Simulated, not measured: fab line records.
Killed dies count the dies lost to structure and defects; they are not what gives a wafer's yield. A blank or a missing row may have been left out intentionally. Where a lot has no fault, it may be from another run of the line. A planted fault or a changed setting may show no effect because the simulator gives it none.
8D (eight disciplines) problem report, filled in by code -- flow n5_finfet -- the parts of the form that need people (team, actions taken, sign-off) are left out

== 1. PROBLEM STATEMENT ==
A mean of 146 is read at N5_PASSIVATION_PROBE_49 for killed_at_M0_to_M3, taken on 1 wafer of 1 lot, against 34 (standard deviation 10) on wafers free of any fault. Relative to the usual mean, that is a shift of +11 standard deviations.
First observed at day 16 08:32: wafer L441.2, on prober-02. Wafers with a number at this step in the record: 21, from 7 lots. By rule, "out" or "out of limits" means more than 4 standard deviations away from the usual mean. The other wafers with a number count as sound.

== 2. WHAT THIS IS AND IS NOT ==
question,is,is not
which readings at this step,"killed_at_M0_to_M3, defect_limited_yield, killed_dies, sort_bin_5_function, sort_n_pass, sort_yield_pct","killed_at_M4_up, killed_at_contacts, killed_at_front_end, killed_at_other, killed_open, killed_short, sort_bin_6_memory, sort_bin_8_speed"
which lots,L441,"L426, L430, L431, L432, L444, L449"
which wafers of those lots,L441.2,"L441.1, L441.5"
read on which tools,prober-02,prober-01
when,from day 16 08:32,"up to then (13 sound wafers); but 7 sound wafers of L441, L444, L449 came after"

== 3. THE SUSPECTS, EACH WITH WHAT RULES IT OUT ==
Counting: any tool at a process step up to the reading remains a suspect provided it ran every lot that is out. Sound lots after the first of them don't rule it out here, since some wafers of a struck lot are sound.
- rie_diel-05 at N5_BEOL_M0_ETCH_128 (etches SiCN in CF4/N2, target depth 12 nm, overetch 5.1 nm, time 21.4 s): kept. It ran the lot that is out, L441 (day 9 16:25); its last sound lot up to then is L431 (day 7 01:59).
- pvd_sputter-03 at N5_PASSIVATION_PRE_CLEAN_19: kept. It ran the lot that is out, L441 (day 16 02:12).
- rie_diel-02 at N5_PASSIVATION_STRIP_34 (strips in O2): kept. It ran the lot that is out, L441 (day 16 03:48); its last sound lot up to then is L431 (day 14 00:31).
- rie_diel-06 at N5_PASSIVATION_STRIP_48 (strips in O2): kept. It ran the lot that is out, L441 (day 16 05:39); its last sound lot up to then is L431 (day 14 02:42).
- prober-02 at N5_PASSIVATION_PROBE_49: kept. It ran the lot that is out, L441 (day 16 08:29); its last sound lot up to then is L426 (day 12 03:47). Its own defect_limited_yield, killed_at_M0_to_M3, killed_dies, sort_bin_5_function, sort_n_pass, sort_yield_pct readings are out on those wafers.
- Within rie_diel-05 at N5_BEOL_M0_ETCH_128: the wafers that are out ran in chamber 3; their sound lot-mates ran in chamber 2.
- At N5_PASSIVATION_STRIP_34, inside rie_diel-02: chamber 3 took the wafers that are out, while their sound lot-mates went through chambers 0, 2.
- Within rie_diel-06 at N5_PASSIVATION_STRIP_48: the wafers that are out ran in chamber 2; their sound lot-mates ran in chamber 3.
Left after counting: rie_diel-05 at N5_BEOL_M0_ETCH_128, pvd_sputter-03 at N5_PASSIVATION_PRE_CLEAN_19, rie_diel-02 at N5_PASSIVATION_STRIP_34, rie_diel-06 at N5_PASSIVATION_STRIP_48, prober-02 at N5_PASSIVATION_PROBE_49.

== 4. THE CAUSE (what the simulator had put in) ==
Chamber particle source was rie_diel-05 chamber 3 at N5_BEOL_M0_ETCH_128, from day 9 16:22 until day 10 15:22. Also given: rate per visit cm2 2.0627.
After counting, 5 suspects remain, this tool included.

== 5. SEQUENCE OF EFFECTS, ordered by route ==
One row per reading whose mean, taken over the struck wafers that have a number, lies over 3 standard deviations from the usual. Readings are gone through only where the record gives a usual standard deviation; hours: the median, over the lots, of the time from a lot's start at the first step in this table giving one to that lot's start at this step; sigmas: the change measured in usual standard deviations.
hours,step,reading,usual,on struck wafers,change,sigmas
0,N5_PASSIVATION_PROBE_49,defect_limited_yield,91.1 %,82.5,-8.6,-6.6
0,N5_PASSIVATION_PROBE_49,killed_at_M0_to_M3,34,146,+112,+11
0,N5_PASSIVATION_PROBE_49,killed_dies,105,206,+101,+6.7
0,N5_PASSIVATION_PROBE_49,killed_on_rim,14,29,+15,+3.6
0,N5_PASSIVATION_PROBE_49,sort_bin_5_function,5.3 %,10.3,+5.0,+6.2
0,N5_PASSIVATION_PROBE_49,sort_n_pass,1075,974,-101,-6.7
0,N5_PASSIVATION_PROBE_49,sort_yield_pct,91.1 %,82.5,-8.6,-6.6
Its process steps:
- N5_PASSIVATION_PROBE_49

== 6. HOW IT WOULD HAVE BEEN CAUGHT EARLIER ==
In this record no reading fell out of limits until day 16 08:32, 160 hours after the fault had begun at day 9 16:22.
Tool readings at N5_BEOL_M0_ETCH_128 with a usual standard deviation given in the record: none out on any struck wafer, hence no alarm at a limit of 4 standard deviations on them.
Each of the lots that are out, 1 in all, had begun N5_BEOL_M0_ETCH_128 on rie_diel-05 no later than day 16 08:32. A hold on the tool at that time would have spared none of them.
